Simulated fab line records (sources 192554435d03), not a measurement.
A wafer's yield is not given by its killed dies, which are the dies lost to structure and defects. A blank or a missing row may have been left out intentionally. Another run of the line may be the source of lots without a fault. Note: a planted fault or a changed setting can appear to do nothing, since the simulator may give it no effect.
Matching of chambers || flow n5_finfet || rie_diel-05 running N5_BEOL_M0_SAQP_ETCH_106: 4 sister chambers
The step etches SOC in N2/H2, stops on SiNx, target depth 150 nm. 18 wafers are shown with their chamber, then 8 later ones without.

## WAFERS, EACH WITH ITS CHAMBER
{"wafer": "L075.1", "chamber": 2, "showerhead_plenum_p_Torr (Torr)": 2.62, "throttle_valve_pct (%)": 17.43, "oes_product_au (a.u.)": 0.92}
{"wafer": "L075.4", "chamber": 3, "showerhead_plenum_p_Torr (Torr)": 2.44, "throttle_valve_pct (%)": 17.71, "oes_product_au (a.u.)": 0.74}
{"wafer": "L076.1", "chamber": 0, "showerhead_plenum_p_Torr (Torr)": 2.41, "throttle_valve_pct (%)": 17.90, "oes_product_au (a.u.)": 0.70}
{"wafer": "L076.2", "chamber": 3, "showerhead_plenum_p_Torr (Torr)": 2.44, "throttle_valve_pct (%)": 17.73, "oes_product_au (a.u.)": 0.75}
{"wafer": "L076.4", "chamber": 1, "showerhead_plenum_p_Torr (Torr)": 2.35, "throttle_valve_pct (%)": 17.85, "oes_product_au (a.u.)": 0.80}
{"wafer": "L079.3", "chamber": 2, "showerhead_plenum_p_Torr (Torr)": 2.62, "throttle_valve_pct (%)": 17.47, "oes_product_au (a.u.)": 0.90}
{"wafer": "L079.4", "chamber": 3, "showerhead_plenum_p_Torr (Torr)": 2.44, "throttle_valve_pct (%)": 17.73, "oes_product_au (a.u.)": 0.74}
{"wafer": "L079.6", "chamber": 2, "showerhead_plenum_p_Torr (Torr)": 2.62, "throttle_valve_pct (%)": 17.45, "oes_product_au (a.u.)": 0.90}
{"wafer": "L080.1", "chamber": 3, "showerhead_plenum_p_Torr (Torr)": 2.44, "throttle_valve_pct (%)": 17.74, "oes_product_au (a.u.)": 0.74}
{"wafer": "L080.2", "chamber": 1, "showerhead_plenum_p_Torr (Torr)": 2.35, "throttle_valve_pct (%)": 17.85, "oes_product_au (a.u.)": 0.78}
{"wafer": "L080.6", "chamber": 3, "showerhead_plenum_p_Torr (Torr)": 2.44, "throttle_valve_pct (%)": 17.75, "oes_product_au (a.u.)": 0.74}
{"wafer": "L082.1", "chamber": 3, "showerhead_plenum_p_Torr (Torr)": 2.44, "throttle_valve_pct (%)": 17.74, "oes_product_au (a.u.)": 0.74}
{"wafer": "L082.3", "chamber": 1, "showerhead_plenum_p_Torr (Torr)": 2.35, "throttle_valve_pct (%)": 17.86, "oes_product_au (a.u.)": 0.78}
{"wafer": "L082.6", "chamber": 1, "showerhead_plenum_p_Torr (Torr)": 2.35, "throttle_valve_pct (%)": 17.87, "oes_product_au (a.u.)": 0.78}
{"wafer": "L088.1", "chamber": 2, "showerhead_plenum_p_Torr (Torr)": 2.61, "throttle_valve_pct (%)": 17.48, "oes_product_au (a.u.)": 0.87}
{"wafer": "L088.4", "chamber": 3, "showerhead_plenum_p_Torr (Torr)": 2.43, "throttle_valve_pct (%)": 17.75, "oes_product_au (a.u.)": 0.73}
{"wafer": "L088.5", "chamber": 2, "showerhead_plenum_p_Torr (Torr)": 2.61, "throttle_valve_pct (%)": 17.48, "oes_product_au (a.u.)": 0.87}
{"wafer": "L089.1", "chamber": 0, "showerhead_plenum_p_Torr (Torr)": 2.40, "throttle_valve_pct (%)": 17.96, "oes_product_au (a.u.)": 0.69}

SIGNATURES, as means of the wafers listed above
{"reading": "showerhead_plenum_p_Torr", "chamber 0": 2.4050, "chamber 1": 2.3500, "chamber 2": 2.6160, "chamber 3": 2.4386, "scatter within a chamber": 0.00427}
{"reading": "throttle_valve_pct", "chamber 0": 17.9300, "chamber 1": 17.8575, "chamber 2": 17.4620, "chamber 3": 17.7357, "scatter within a chamber": 0.0191}
{"reading": "oes_product_au", "chamber 0": 0.6950, "chamber 1": 0.7850, "chamber 2": 0.8920, "chamber 3": 0.7400, "scatter within a chamber": 0.0132}
Rule: for a wafer and a chamber, the distance is found by dividing, reading by reading, the gap between the wafer's reading and the chamber's mean by the reading's scatter, squaring, summing and taking the root. The wafer belongs to the nearest chamber; if the next one is less than 2 further off, it can't be placed. The scatter: take each reading less its chamber's mean, square it, sum over the shown wafers, divide by the number of wafers less the number of chambers, and take the root.

## WAFERS MISSING THEIR CHAMBER
{"wafer": "L089.2", "showerhead_plenum_p_Torr (Torr)": 2.61, "throttle_valve_pct (%)": 17.49, "oes_product_au (a.u.)": 0.86}
{"wafer": "L089.6", "showerhead_plenum_p_Torr (Torr)": 2.61, "throttle_valve_pct (%)": 17.49, "oes_product_au (a.u.)": 0.87}
{"wafer": "L091.2", "showerhead_plenum_p_Torr (Torr)": 2.40, "throttle_valve_pct (%)": 17.97, "oes_product_au (a.u.)": 0.68}
{"wafer": "L091.4", "showerhead_plenum_p_Torr (Torr)": 2.40, "throttle_valve_pct (%)": 17.97, "oes_product_au (a.u.)": 0.68}
{"wafer": "L091.5", "showerhead_plenum_p_Torr (Torr)": 2.61, "throttle_valve_pct (%)": 17.50, "oes_product_au (a.u.)": 0.85}
{"wafer": "L095.3", "showerhead_plenum_p_Torr (Torr)": 2.40, "throttle_valve_pct (%)": 17.99, "oes_product_au (a.u.)": 0.67}
{"wafer": "L095.5", "showerhead_plenum_p_Torr (Torr)": 2.60, "throttle_valve_pct (%)": 17.51, "oes_product_au (a.u.)": 0.85}
{"wafer": "L095.6", "showerhead_plenum_p_Torr (Torr)": 2.43, "throttle_valve_pct (%)": 17.79, "oes_product_au (a.u.)": 0.73}

## WHICH CHAMBER EACH WENT THROUGH
{"wafer": "L089.2", "from the rows above": 2, "in truth": 2}
{"wafer": "L089.6", "from the rows above": 2, "in truth": 2}
{"wafer": "L091.2", "from the rows above": 0, "in truth": 0}
{"wafer": "L091.4", "from the rows above": 0, "in truth": 0}
{"wafer": "L091.5", "from the rows above": 2, "in truth": 2}
{"wafer": "L095.3", "from the rows above": 0, "in truth": 0}
{"wafer": "L095.5", "from the rows above": 2, "in truth": 2}
{"wafer": "L095.6", "from the rows above": 3, "in truth": 3}
Correctly placed: 8 of 8. Left unplaced by these rows: 0. Wrongly placed: 0.
